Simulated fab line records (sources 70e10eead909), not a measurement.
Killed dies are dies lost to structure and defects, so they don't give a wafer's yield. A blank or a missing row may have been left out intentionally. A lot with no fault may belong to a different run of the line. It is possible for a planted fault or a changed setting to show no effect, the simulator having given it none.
Problem report, 8D (eight disciplines) form, completed by code	flow nand harc	the parts of the form that need people (team, actions taken, sign-off) are left out

1. PROBLEM STATEMENT
Wafers without a fault read 719.8 nm, standard deviation 2; cd nm at NHARC_P_GATE_CD_MEAS_59 reads a mean of 705.0 nm on 6 wafers belonging to 2 lots. That is -7.4 standard deviations from the usual mean.
The step: target cd 720 nm.
The first sign was on wafer L873.1 at day 12 10:06, on cd sem-02. Wafers with a number at this step in the record: 36, from 12 lots. Rule for "out" (also "out of limits"): further than 4 standard deviations from the usual mean. The other wafers with a number count as sound.

2. WHAT IT IS; WHAT IT IS NOT
question	is	is not
which readings at this step	cd nm	-
which lots	L873, L875	L856, L858, L859, L860, L861, L862, L863, L864, L866, L868
which wafers of those lots	all that have a number	-
read on which gauges	cd sem-02	cd sem-01, cd sem-03
when	from day 12 10:06	up to then (30 sound wafers)

3. SUSPECTS, AND WHAT RULES EACH OUT
Counting: a tool at any process step up to the reading remains a suspect when it ran all the lots that are out and ran no sound lot after the first of those.
- the gauge at NHARC_P_GATE_CD_MEAS_59 has been ruled out. All the wafers that are out were read on cd sem-02, but those of them that NHARC_P_GATE_PEB_57 has rows for are out there too, on other tools.
- cmp-04 at NHARC_P_STI_CMP_21 (polishes, t overpolish 20 s, target thk 380.67 nm): kept. Every lot that is out went through it, starting with L873 (day 10 14:20), and after that it ran no sound lot; the last sound lot it ran before then is L863 (day 6 14:09).
- litho track-02 at NHARC_P_GATE_PEB_57 (peb time 85 s): kept. Every lot that is out went through it, starting with L873 (day 12 10:01), and after that it ran no sound lot; the last sound lot it ran before then is L866 (day 9 17:41). On those wafers its own readings are out: heater power total W, plate temp C.
After counting, cmp-04 at NHARC_P_STI_CMP_21 and litho track-02 at NHARC_P_GATE_PEB_57 remain.

4. THE CAUSE (what the simulator had put in)
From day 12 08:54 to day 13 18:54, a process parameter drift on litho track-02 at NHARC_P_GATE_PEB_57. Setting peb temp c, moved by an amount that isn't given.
After counting, 2 suspects remain, this tool included.

5. THE EFFECT CHAIN, in route order
Each row: a reading whose mean over the struck wafers that have a number lies more than 3 standard deviations from the usual. Scope: only readings with a usual standard deviation given in the record; hours: median across lots of the time from each lot's start at the first step in this table that gives one to its start at this step; sigmas: change in usual standard deviations.
hours	step	reading	usual	on struck wafers	change	sigmas
0	NHARC_P_GATE_PEB_57	heater power total W	163.97 W	150.88	-13.09	-45
0	NHARC_P_GATE_PEB_57	plate temp C	117.98 C	110.97	-7.01	-47
0	NHARC_P_GATE_CD_MEAS_59	cd nm	719.8 nm	705.0	-14.8	-7.4
It contains these process steps:
- NHARC_P_GATE_PEB_57: peb time 85 s.

6. HOW IT WOULD HAVE BEEN CAUGHT EARLIER
In this record the first reading out of limits at a measuring or inspecting step was taken at day 12 10:06, 1 hour after the fault began at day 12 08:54.
At NHARC_P_GATE_PEB_57, the tool's own readings (heater power total W, plate temp C) were out on each struck wafer the step has a row for, so an alarm limit on them would have fired on the first such wafer.
L875, from the lots that are out (2), started NHARC_P_GATE_PEB_57 on litho track-02 later than day 12 10:06. A hold on the tool at that time would have spared it.
